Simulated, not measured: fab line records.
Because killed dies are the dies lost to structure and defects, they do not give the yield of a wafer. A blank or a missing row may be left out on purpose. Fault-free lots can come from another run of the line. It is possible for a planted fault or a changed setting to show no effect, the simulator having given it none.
Which tool is to blame? -- flow nand harc -- Sampling: 12 lots, 36 wafers, 4 of 1159 route steps

## WHAT EACH GAUGE READ, for each wafer
NHARC_P_ZERO_WELL_CD_MEAS_37 targets a cd of 720 nm. Usual: cd nm reads 719.4 nm (standard deviation 2).
lot,measured,on,cd nm (nm),flag
L100,day 1 16:02,cd sem-01,723.2 718.6 718.5,
L101,day 1 22:11,cd sem-01,721.1 721.3 715.5,
L104,day 2 16:23,cd sem-01,720.2 722.5 722.0,
L115,day 5 10:03,cd sem-03,716.1 716.5 719.2,
L116,day 5 16:21,cd sem-01,719.8 717.9 717.0,
L117,day 5 22:08,cd sem-03,717.3 717.5 716.0,
L118,day 6 04:08,cd sem-03,721.8 719.2 720.4,
L119,day 6 09:58,cd sem-03,720.5 718.4 718.8,
L120,day 6 16:14,cd sem-03,722.9 720.2 720.9,
L121,day 6 22:07,cd sem-01,719.7 720.3 717.0,
L122,day 7 03:59,cd sem-02,720.9 722.6 719.2,
L123,day 7 10:07,cd sem-03,719.2 720.7 717.3,

NHARC_P_GATE_CD_MEAS_26 targets a cd of 120 nm. Usual: cd nm reads 119.8 nm (standard deviation 0.67).
lot,measured,on,cd nm (nm),flag
L100,day 4 20:17,cd sem-02,119.8 119.2 119.3,
L101,day 4 20:07,cd sem-01,119.9 118.6 118.5,
L104,day 5 17:55,cd sem-01,113.5 115.3 114.9,OFF
L115,day 8 02:34,cd sem-03,119.8 119.5 120.3,
L116,day 8 15:45,cd sem-02,120.2 119.2 119.3,
L117,day 8 21:54,cd sem-02,120.3 118.8 119.4,
L118,day 9 08:14,cd sem-02,119.5 119.5 119.8,
L119,day 9 09:37,cd sem-01,120.1 120.2 119.5,
L120,day 9 08:53,cd sem-03,119.8 119.8 120.0,
L121,day 10 00:11,cd sem-02,119.8 120.3 120.3,
L122,day 10 00:45,cd sem-03,119.0 119.4 119.3,
L123,day 10 13:37,cd sem-01,120.0 120.1 120.5,

## TOOL THAT RAN EACH LOT (tool first, then ch and the chambers of the sampled wafers, then the start)
lot,NHARC_P_ZERO_WELL_ETCH_62,NHARC_P_GATE_EXPOSE_23
L100,"rie diel-05 ch 0,2, day 1 16:02 or earlier","arfi scanner-01 ch 0, day 4 20:09"
L101,"rie diel-07 ch 0,2,3, day 1 22:11 or earlier","arfi scanner-02 ch 0, day 4 19:58"
L104,"rie diel-05 ch 2,3, day 2 16:23 or earlier","arfi scanner-02 ch 0, day 5 17:46"
L115,"rie diel-11 ch 2,3, day 5 10:03 or earlier","arfi scanner-01 ch 0, day 8 02:26"
L116,"rie diel-11 ch 0,2, day 5 16:21 or earlier","arfi scanner-01 ch 0, day 8 15:37"
L117,"rie diel-11 ch 0,1,2, day 5 22:08 or earlier","arfi scanner-02 ch 0, day 8 21:46"
L118,"rie diel-05 ch 0,1,2, day 6 04:08 or earlier","arfi scanner-01 ch 0, day 9 08:07"
L119,"rie diel-11 ch 0,2,3, day 6 09:58 or earlier","arfi scanner-01 ch 0, day 9 09:29"
L120,"rie diel-05 ch 1,2,3, day 6 16:14 or earlier","arfi scanner-02 ch 0, day 9 08:44"
L121,"rie diel-11 ch 0,1, day 6 22:07 or earlier","arfi scanner-01 ch 0, day 10 00:03"
L122,"rie diel-07 ch 1,2,3, day 7 03:59 or earlier","arfi scanner-01 ch 0, day 10 00:37"
L123,"rie diel-05 ch 0,3, day 7 10:07 or earlier","arfi scanner-02 ch 0, day 10 13:29"
- NHARC_P_ZERO_WELL_ETCH_62: etches the open film in CHF3/Ar, target depth 13 nm, time 6.5 s.
- NHARC_P_GATE_EXPOSE_23: exposes mask P GATE, target cd 120 nm.

## AS READ BY THE TOOLS THEMSELVES (means over the sampled wafers that have a number; for cases with no such wafer, the mark the record gives instead)
NHARC_P_ZERO_WELL_ETCH_62. Usual: drypump motor current A 5.7 A, standard deviation 0.4; oes product au 0.959 a.u., standard deviation 0.017; rf vpp V 370.3 V, standard deviation 1.9; showerhead plenum p Torr 2.33 Torr, standard deviation 0.08; throttle valve pct 20.216 %, standard deviation 0.0089.
lot,tool,drypump motor current A (A),oes product au (a.u.),rf vpp V (V),showerhead plenum p Torr (Torr),throttle valve pct (%),flag
L100,rie diel-05,5.3,0.957,372.5,2.44,20.216,
L101,rie diel-07,6.0,0.972,370.4,2.37,20.210,
L104,rie diel-05,5.9,0.972,369.7,2.32,20.221,
L115,rie diel-11,6.0,0.969,369.3,2.29,20.224,
L116,rie diel-11,5.2,0.962,370.5,2.34,20.221,
L117,rie diel-11,5.5,0.960,371.0,2.33,20.208,
L118,rie diel-05,5.5,0.934,370.8,2.36,20.214,
L119,rie diel-11,5.7,0.972,370.1,2.33,20.214,
L120,rie diel-05,5.8,0.962,370.2,2.30,20.219,
L121,rie diel-11,5.7,0.976,371.2,2.35,20.221,
L122,rie diel-07,5.9,0.967,370.3,2.34,20.216,
L123,rie diel-05,5.5,0.961,370.7,2.35,20.214,

## THE ANSWER, worked out from the rows above alone
Rule: a lot is off if the mean of its wafers that have a number lies more than 3 standard deviations from the usual mean. A lot without any number at a reading at which 4 lots or more have one is off too. Where the step has rows for the other lots, those lots are counted as sound. The gauges are gone through in route order, then the tools' own readings, and for those a lot's mean is taken as printed above. The first step at which some lot is off is used, and at that step the reading that is off furthest; a lot without a number counts as furthest.
Off: L104 (NHARC_P_GATE_CD_MEAS_26, cd nm).
If a tool, at a process step before that reading, ran all the lots that are off and no sound lot after the first of them, it fits. Gauges at NHARC_P_GATE_CD_MEAS_26: tried the same way as those tools. Because NHARC_P_ZERO_WELL_ETCH_62 lacks a start for some lots, the hours and order of its lots are taken from NHARC_P_ZERO_WELL_CD_MEAS_37. Not one of the candidates tried fits.

## WHAT THE SIMULATOR PUT IN
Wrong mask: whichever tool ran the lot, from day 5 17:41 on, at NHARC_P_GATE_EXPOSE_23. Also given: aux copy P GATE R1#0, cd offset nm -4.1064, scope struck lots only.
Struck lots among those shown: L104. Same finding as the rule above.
